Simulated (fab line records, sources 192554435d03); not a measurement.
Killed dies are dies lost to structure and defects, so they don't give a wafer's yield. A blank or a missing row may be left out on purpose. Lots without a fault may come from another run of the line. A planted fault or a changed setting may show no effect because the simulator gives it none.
Chamber matching | flow n5_finfet | N5_BEOL_M4_ETCH_70 on rie_diel-03: 4 sister chambers
The step etches SOC in N2/H2, target depth 80 nm, overetch 24 nm, time 130 s. 8 wafers are shown with their chamber, then 11 later ones without.

WAFERS WITH THEIR CHAMBER
wafer  | chamber | showerhead_plenum_p_Torr (Torr) | oes_product_au (a.u.)
L081.3 | 0       | 2.45                            | 0.58
L082.1 | 1       | 2.60                            | 0.69
L082.2 | 3       | 2.48                            | 0.64
L082.5 | 2       | 2.44                            | 0.54
L087.1 | 1       | 2.60                            | 0.67
L087.5 | 3       | 2.47                            | 0.63
L087.6 | 2       | 2.43                            | 0.53
L089.2 | 0       | 2.44                            | 0.58

WAFERS WITHOUT THEIR CHAMBER
wafer  | showerhead_plenum_p_Torr (Torr) | oes_product_au (a.u.)
L089.5 | 2.47                            | 0.62
L089.6 | 2.43                            | 0.52
L090.1 | 2.44                            | 0.57
L090.3 | 2.43                            | 0.53
L090.4 | 2.59                            | 0.66
L091.1 | 2.47                            | 0.61
L091.2 | 2.59                            | 0.65
L091.6 | 2.43                            | 0.52
L095.1 | 2.59                            | 0.64
L095.2 | 2.43                            | 0.56
L095.6 | 2.59                            | 0.64

WHICH CHAMBER EACH WENT THROUGH
wafer  | from the rows above     | in truth
L089.5 | 3                       | 3
L089.6 | 2                       | 2
L090.1 | 0                       | 0
L090.3 | 2                       | 2
L090.4 | 1                       | 1
L091.1 | 3                       | 3
L091.2 | 1                       | 1
L091.6 | 2                       | 2
L095.1 | 1                       | 1
L095.2 | can't be placed: 2 or 0 | 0
L095.6 | 1                       | 1
Placed correctly: 10 of 11. Can't be placed from these rows: 1 (the true chamber is among the candidates in 1). Placed wrongly: 0.
How it was worked out, from the rows above alone: a wafer's distance from a chamber is the root of the sum, over the readings, of the square of ((its reading less the chamber's mean) divided by the reading's scatter). The wafer belongs to the nearest chamber; if the next one is less than 2 further off, it can't be placed. A chamber's mean is the mean of its shown wafers. The scatter: the root of (the sum of the squares of (reading less its chamber's mean) over the shown wafers, divided by (wafers less chambers)).
